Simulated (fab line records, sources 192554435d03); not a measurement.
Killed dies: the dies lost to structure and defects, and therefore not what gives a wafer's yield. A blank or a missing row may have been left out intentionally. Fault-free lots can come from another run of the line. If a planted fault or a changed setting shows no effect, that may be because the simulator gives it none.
Struck lot and sound lot, side by side ; flow n5-finfet ; 19 steps out of a route of 1938
Sound: wafers L976.2, L976.4, L976.5. Struck: wafers L986.1, L986.2 (left out: L986.6, a lot-mate that was not struck); the cause follows at the end.
Each step with rows lists, per side, the tool, then ch with its chambers, then its first start. Under that, the readings that differ: sound wafers ; struck wafers ; difference of the means ; sigmas: that difference in standard deviations of wafers without a fault.
alike: words and numbers the same on both sides, and readings whose means are apart by under 2 such deviations; not compared: readings that were withheld, readings missing a value for some wafer, numbers with overlapping values and no deviation given by the record, and bounds like >300 which may hide the same value.
Wherever a step has rows on one side only, a row that says differs or no value, or a row with sigmas, the two part there. When numbers do not overlap yet have no deviation, they are printed without sigmas and do not part them. Lack of a reading on every wafer of one side parts them only where that side has two or more wafers.

first, 5 steps without rows for these wafers: N5_BEOL_M13_ETCH_67 (etches SiARC in CF4, target depth 143 nm, time 238.3 s); N5_BEOL_M13_ETCH_68 (etches SOC in N2/H2, time 355 s); N5_BEOL_M13_STRIP_69 (strips in N2/H2); N5_BEOL_M13_TRENCH_ETCH_34 (etches SiOC in C4F8/O2/Ar, target depth 413.47 nm, time 162.6 s); N5_BEOL_M13_STRIP_70 (strips in C4F8/O2/Ar).
N5_BEOL_M13_OCD_MEAS_35:
  sound on ocd-02 at day 14 07:29; struck on ocd-02 at day 16 17:35
  alike: trench-depth-nm
then, 1 step without rows for these wafers: N5_BEOL_M13_STRIP_37 (strips in N2/H2).
N5_BEOL_M13_ETCH_38: etches SiCN in CF4/N2, target depth 67.5 nm, time 71.9 s.
  sound on rie-diel-06 ch 1,2, day 14 08:07; struck on rie-diel-01 ch 0,2, day 16 17:52
  alike: chamber-pressure-mTorr, drypump-motor-current-A, n2-flow-sccm, oes-product-au, rf-vpp-V, showerhead-plenum-p-Torr, throttle-valve-pct
  not compared: rf-hours-counter-h
then, 2 steps without rows for these wafers: N5_BEOL_M13_PRECLEAN_39 (cleans in residue remover, time 60 s); N5_BEOL_M13_SRD_40 (time 30 s, dry time 30 s).
N5_BEOL_M13_DEGAS_41: time 60 s.
  sound on pvd-sputter-03 at day 14 08:47; struck on pvd-sputter-03 at day 16 18:28
  alike: heater-power-w
N5_BEOL_M13_PRE_CLEAN_42: time 30 s.
  sound on pvd-sputter-03 at day 14 08:49; struck on pvd-sputter-03 at day 16 18:31
  alike: heater-power-w
N5_BEOL_M13_SPUTTER_43: material TaN, target thk 15 nm, time 24.19 s.
  sound on pvd-sputter-03 at day 14 08:52; struck on pvd-sputter-03 at day 16 18:33
reading;sound;struck;difference;sigmas
model.TaN_of_BEOL_M13_SPUTTER_43.thk-nm (nm);14.8 14.6 14.6;13 13;-2;
  alike: throttle-valve-pct
N5_BEOL_M13_SPUTTER_44: material Ta, target thk 10 nm, time 16.13 s.
  sound on pvd-sputter-03 at day 14 08:56; struck on pvd-sputter-03 at day 16 18:38
  alike: throttle-valve-pct
then, 2 steps without rows for these wafers: N5_BEOL_M13_SPUTTER_45 (material Cu, target thk 80 nm, time 13.33 s); N5_BEOL_M13_ECD_47 (material Cu, target thk 936 nm).
N5_BEOL_M13_ANNEAL_48: time 90 s.
  sound on rtp-anneal-02 ch 0, day 14 11:28; struck on rtp-anneal-02 ch 0, day 16 19:13
  alike: anneal-temp-c, anneal-temp-c-max, wafer_temp_C_max
N5_BEOL_M13_CMP_49: polishes, stops on SiOC, t overpolish 17.1 s, target thk 420 nm.
  sound on cmp-03 ch 0,3, day 14 11:56; struck on cmp-03 ch 2,3, day 16 19:47
reading;sound;struck;difference;sigmas
barrier-field-endpoint-s (s);29.7 29.1 30.2;28.3 28.0;-1.5;-2
  alike: motor-current-A
  not compared: pad-life-wafers
N5_BEOL_M13_THK_MEAS_50: measures by xrf.
  sound on film-metro-02 at day 14 12:14; struck on film-metro-01 at day 16 20:05
  alike: M13_THK

== WHERE THEY PART ==
Within this record, at N5_BEOL_M13_CMP_49 only. Later steps at which nothing parts them and some readings are alike: N5_BEOL_M13_THK_MEAS_50.

WHY: what had been put in by the simulator
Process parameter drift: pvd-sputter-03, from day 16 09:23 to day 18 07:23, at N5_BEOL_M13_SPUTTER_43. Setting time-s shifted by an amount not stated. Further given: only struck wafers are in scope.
